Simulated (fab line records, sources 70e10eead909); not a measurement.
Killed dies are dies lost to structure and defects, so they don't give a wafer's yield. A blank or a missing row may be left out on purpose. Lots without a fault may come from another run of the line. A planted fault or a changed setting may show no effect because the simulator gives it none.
A struck lot beside a sound one | flow nand_harc | 14 steps out of a route of 1159
Sound: wafers L342.2, L342.3, L342.4. Struck: wafers L351.1, L351.3, L351.6. The cause comes at the end.
At each step with rows: each side's tool, then ch and its chambers, then its first start. Under that, the readings that differ: sound wafers | struck wafers | difference of the means | sigmas: that difference in standard deviations of wafers without a fault.
alike: readings whose means differ by less than 2 such deviations, and words and numbers that are the same on both sides. not compared: withheld readings, readings that some wafer has no value for, bounds like >300 that may hide the same value, and numbers for which the record gives no deviation and whose values overlap.
The two part at a step that has a row with sigmas, a row that says differs or no value, or rows on one side only. Numbers that don't overlap but have no deviation are shown without sigmas and don't part them. A reading that every wafer of one side lacks parts them only if that side has two wafers or more.

first, 2 steps without rows for these wafers: NHARC_A_SOURCE_PLATE_SRD_01; NHARC_A_SOURCE_PLATE_OXIDE_02 (material SiO2, target thk 10 nm, ox time 1362 s).
NHARC_A_SOURCE_PLATE_THK_MEAS_09: measures by ellipsometry.
  sound on film_metro-02, day 8 06:59; struck on film_metro-01, day 10 20:26
  alike: thk_nm
then, 3 steps without rows for these wafers: NHARC_A_SOURCE_PLATE_PVD_04 (deposits WSi2, target thk 50 nm); NHARC_A_SOURCE_PLATE_CVD_03 (deposits poly-Si, target thk 200 nm, time 4000 s); NHARC_A_SOURCE_PLATE_ANNEAL_05 (time 1800 s).
NHARC_A_SOURCE_PLATE_THK_MEAS_06: measures by ellipsometry.
  sound on film_metro-02, day 8 19:49; struck on film_metro-02, day 11 10:53
  alike: thk_nm
NHARC_A_SOURCE_PLATE_INSPECT_08:
  sound on defect_inspect-02, day 8 19:53; struck on defect_inspect-02, day 11 10:58
  alike: raw_defect_count
then, 1 step without rows for these wafers: NHARC_A_ONON_D1_DEP_00 (target thk 1000 nm).
NHARC_A_ONON_D1_THK_MEAS_02: measures by ellipsometry.
  sound on film_metro-02, day 8 20:27; struck on film_metro-01, day 11 11:33
  alike: thk_nm
NHARC_A_ONON_D1_DEP_03: target thk 1000 nm.
  sound on pecvd_onon-03 ch 0, day 8 20:34; struck on pecvd_onon-02 ch 0, day 11 11:37
NHARC_A_ONON_D1_THK_MEAS_05: measures by ellipsometry.
  sound on film_metro-01, day 8 21:01; struck on film_metro-02, day 11 12:09
  reading     | sound        | struck      | difference | sigmas
  thk_nm (nm) | 1000 995 998 | 390 387 388 | -609       | -77
then, 1 step without rows for these wafers: NHARC_A_ONON_D1_DEP_06 (target thk 1000 nm).
-- the record jumps here: 11 days lie between the struck wafers' starts before and after (it left off in module A_ONON_D1 and takes up again in module END, whose first step shown is number 1159 of the route) --
NHARC_END_SORT_01:
  sound on prober-01 ch 0, day 21 01:47; struck on prober-02 ch 0, day 22 21:14
  reading         | sound    | struck      | difference | sigmas
  killed_at_array | 24 19 34 | 669 675 673 | +647       | +65
  killed_dies     | 27 23 36 | 677 677 677 | +648       | +65
  killed_open     | 7 7 5    | 5 2 1       | -4         | -2
  alike: killed_at_other, killed_at_periphery, killed_short

WHERE THEY PART
First at NHARC_A_ONON_D1_THK_MEAS_05; last, within this record, at NHARC_END_SORT_01.

WHY: what the simulator had put in
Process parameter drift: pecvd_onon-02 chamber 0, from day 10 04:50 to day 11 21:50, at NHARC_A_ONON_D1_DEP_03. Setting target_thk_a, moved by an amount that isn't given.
